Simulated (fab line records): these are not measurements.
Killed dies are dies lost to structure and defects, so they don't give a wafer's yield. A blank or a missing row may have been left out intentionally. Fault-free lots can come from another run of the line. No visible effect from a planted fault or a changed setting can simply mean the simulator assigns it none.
Which tool did it? || flow n5 finfet || 24 lots (72 wafers sampled), 1 step of a 1938-step route

WHAT THE GAUGES READ, wafer by wafer
N5_BEOL_M2_CD_MEAS_18: pitch 36 nm, target cd 18 nm. Usual: 18.0 nm for cd nm, sd 0.38.
{"lot": "L074", "measured": "day 6 18:52", "on": "cd sem-03", "cd nm (nm)": "18.0 18.7 17.8", "flag": ""}
{"lot": "L075", "measured": "day 7 00:43", "on": "cd sem-02", "cd nm (nm)": "17.2 17.9 18.0", "flag": ""}
{"lot": "L076", "measured": "day 7 01:01", "on": "cd sem-03", "cd nm (nm)": "18.1 17.8 17.9", "flag": ""}
{"lot": "L077", "measured": "day 7 01:21", "on": "cd sem-02", "cd nm (nm)": "17.8 18.2 17.7", "flag": ""}
{"lot": "L078", "measured": "day 7 13:31", "on": "cd sem-02", "cd nm (nm)": "17.5 18.9 17.8", "flag": ""}
{"lot": "L079", "measured": "day 7 13:53", "on": "cd sem-02", "cd nm (nm)": "17.8 17.9 18.3", "flag": ""}
{"lot": "L081", "measured": "day 8 13:32", "on": "cd sem-03", "cd nm (nm)": "17.8 17.5 17.5", "flag": ""}
{"lot": "L080", "measured": "day 8 13:48", "on": "cd sem-03", "cd nm (nm)": "18.4 18.1 18.4", "flag": ""}
{"lot": "L082", "measured": "day 8 14:28", "on": "cd sem-01", "cd nm (nm)": "18.5 17.8 18.3", "flag": ""}
{"lot": "L083", "measured": "day 9 00:55", "on": "cd sem-03", "cd nm (nm)": "18.8 17.8 18.0", "flag": ""}
{"lot": "L084", "measured": "day 9 05:34", "on": "cd sem-02", "cd nm (nm)": "18.1 18.2 18.1", "flag": ""}
{"lot": "L085", "measured": "day 9 09:57", "on": "cd sem-02", "cd nm (nm)": "17.7 18.0 18.1", "flag": ""}
{"lot": "L086", "measured": "day 9 22:48", "on": "cd sem-01", "cd nm (nm)": "18.1 18.1 17.3", "flag": ""}
{"lot": "L087", "measured": "day 10 08:07", "on": "cd sem-02", "cd nm (nm)": "18.1 17.9 18.2", "flag": ""}
{"lot": "L089", "measured": "day 10 09:28", "on": "cd sem-01", "cd nm (nm)": "18.4 17.8 17.8", "flag": ""}
{"lot": "L088", "measured": "day 10 09:31", "on": "cd sem-03", "cd nm (nm)": "18.3 18.0 18.0", "flag": ""}
{"lot": "L090", "measured": "day 11 01:08", "on": "cd sem-02", "cd nm (nm)": "18.6 18.3 17.5", "flag": ""}
{"lot": "L091", "measured": "day 11 05:04", "on": "cd sem-02", "cd nm (nm)": "18.0 17.3 17.5", "flag": ""}
{"lot": "L092", "measured": "day 11 08:02", "on": "cd sem-02", "cd nm (nm)": "17.5 17.5 17.6", "flag": ""}
{"lot": "L095", "measured": "day 11 18:15", "on": "cd sem-02", "cd nm (nm)": "17.2 17.7 17.7", "flag": ""}
{"lot": "L094", "measured": "day 11 22:26", "on": "cd sem-03", "cd nm (nm)": "18.2 18.0 17.8", "flag": ""}
{"lot": "L093", "measured": "day 12 05:55", "on": "cd sem-02", "cd nm (nm)": "17.6 17.3 17.3", "flag": ""}
{"lot": "L096", "measured": "day 12 10:28", "on": "cd sem-01", "cd nm (nm)": "17.9 18.0 18.0", "flag": ""}
{"lot": "L097", "measured": "day 12 14:58", "on": "cd sem-02", "cd nm (nm)": "18.2 18.1 18.2", "flag": ""}

WHICH TOOL RAN EACH LOT (tool, then ch and the chambers of the sampled wafers, then the start)
Record: no process step prior to these readings.

WHAT THE TOOLS THEMSELVES READ (means of the sampled wafers that have a number; where no wafer has one, the mark that the record gives instead)
The record holds no such reading with a usual standard deviation.

THE ANSWER, worked out from the rows above alone
Rule: lot off if the mean of its wafers having a number is beyond 3 standard deviations from the usual mean. A lot without any number at a reading at which 4 lots or more have one is off too. Any other lot the step has rows for is counted as sound. The gauges are gone through in route order, then the tools' own readings, and for those a lot's mean is taken as printed above. The first step at which some lot is off is used, and at that step the reading that is off furthest; a lot without a number counts as furthest.
Across all readings shown, no lot is off: no conclusion can be drawn from this.

WHAT THE SIMULATOR PUT IN
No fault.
